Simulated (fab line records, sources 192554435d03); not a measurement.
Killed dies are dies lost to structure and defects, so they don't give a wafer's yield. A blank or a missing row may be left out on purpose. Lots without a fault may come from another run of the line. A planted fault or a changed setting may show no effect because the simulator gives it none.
A struck lot beside a sound one | flow n5_finfet | 14 steps out of a route of 1938
Sound: wafers L693.1, L693.3, L693.6. Struck: wafer L709.1. (L709.3, L709.5 of the same lot were not struck and are left out.) The cause comes at the end.
At each step with rows: each side's tool, then ch and its chambers, then its first start. Under that, the readings that differ: sound wafers | struck wafers | difference of the means | sigmas: that difference in standard deviations of wafers without a fault.
alike: readings whose means differ by less than 2 such deviations, and words and numbers that are the same on both sides. not compared: withheld readings, readings that some wafer has no value for, bounds like >300 that may hide the same value, and numbers for which the record gives no deviation and whose values overlap.
The two part at a step that has a row with sigmas, a row that says differs or no value, or rows on one side only. Numbers that don't overlap but have no deviation are shown without sigmas and don't part them. A reading that every wafer of one side lacks parts them only if that side has two wafers or more.

first, 5 steps without rows for these wafers: N5_BEOL_M10_EBR_24; N5_BEOL_M10_SOFTBAKE_23 (time 60 s); N5_BEOL_M10_EXPOSE_25 (exposes mask V9); N5_BEOL_M10_PEB_26 (peb time 60 s); N5_BEOL_M10_DEVELOP_27 (develop time 30 s).
N5_BEOL_M10_CD_MEAS_28: target cd 70 nm.
  sound on cd_sem-01 ch 0, day 11 02:43; struck on cd_sem-02 ch 0, day 16 13:40
  alike: cd_nm
N5_BEOL_M10_OVL_MEAS_29:
  sound on overlay-02 ch 0, day 11 02:45; struck on overlay-01 ch 0, day 16 13:42
  reading     | sound       | struck | difference | sigmas
  V9_OVL (nm) | 1.2 1.6 0.6 | -0.6   | -1.7       | -2
N5_BEOL_M10_INSPECT_30: inspects for defects (brightfield).
  sound on defect_inspect-02, day 11 02:46; struck on defect_inspect-01, day 16 13:43
  alike: raw_defect_count
N5_BEOL_M10_DESCUM_33: chemistry O2, time 7.9 s.
  sound on rie_diel-06 ch 1,2, day 11 03:08; struck on rie_diel-06 ch 1, day 16 13:46
  alike: drypump_motor_current_A, o2_flow_sccm, oes_product_au, rf_fwd_power_W, rf_vpp_V, showerhead_plenum_p_Torr, throttle_valve_pct
  not compared: rf_hours_counter_h
N5_BEOL_M10_ETCH_65: etches SiARC in CF4, target depth 39 nm, time 65 s.
  sound on rie_diel-06 ch 1,2, day 11 03:10; struck on rie_diel-06 ch 1, day 16 13:47
  alike: drypump_motor_current_A, etch_rf_on_time_s, mfc_ar_sccm, oes_product_au, rf_fwd_power_W, rf_vpp_V, showerhead_plenum_p_Torr, throttle_valve_pct
  not compared: rf_hours_counter_h
N5_BEOL_M10_ETCH_66: etches SOC in N2/H2, target depth 120 nm, overetch 24 nm, time 180 s.
  sound on rie_diel-06 ch 1,2, day 11 03:13; struck on rie_diel-06 ch 1, day 16 13:50
  reading            | sound             | struck | difference | sigmas
  rf_fwd_power_W (W) | 837.2 837.5 838.2 | 829.9  | -7.7       | -3
  alike: drypump_motor_current_A, oes_product_au, rf_vpp_V, showerhead_plenum_p_Torr, throttle_valve_pct
  not compared: rf_hours_counter_h
then, 1 step without rows for these wafers: N5_BEOL_M10_STRIP_69 (strips in N2/H2).
N5_BEOL_M10_VIA_ETCH_34: etches SiCOH lowk in C4F6/O2, target depth 184.5 nm, time 69.2 s.
  sound on rie_diel-06 ch 1,2, day 11 03:20; struck on rie_diel-06 ch 1, day 16 13:58
  reading                                   | sound             | struck | difference | sigmas
  oes_o_777_au (a.u.)                       | 0.97 0.79 0.97    | 0.75   | -0.16      | -2
  throttle_valve_pct (%)                    | 20.4 21.0 20.4    | 21.2   | +0.6       | +2
  model.etch.depth_nm (nm)                  | 184.1 181.1 183.4 | 261.2  | +78.3      |
  model.SOC_of_BEOL_M10_COAT_63.thk_nm (nm) | 91.6 92 92        | 88.4   | -3.5       |
  alike: drypump_motor_current_A, mfc_ar_sccm, oes_product_au, rf_fwd_power_W, rf_vpp_V, showerhead_plenum_p_Torr
  not compared: rf_hours_counter_h
then, 1 step without rows for these wafers: N5_BEOL_M10_STRIP_73 (strips in C4F6/O2).

WHERE THEY PART
First at N5_BEOL_M10_OVL_MEAS_29; last, within this record, at N5_BEOL_M10_VIA_ETCH_34.

WHY: what the simulator had put in
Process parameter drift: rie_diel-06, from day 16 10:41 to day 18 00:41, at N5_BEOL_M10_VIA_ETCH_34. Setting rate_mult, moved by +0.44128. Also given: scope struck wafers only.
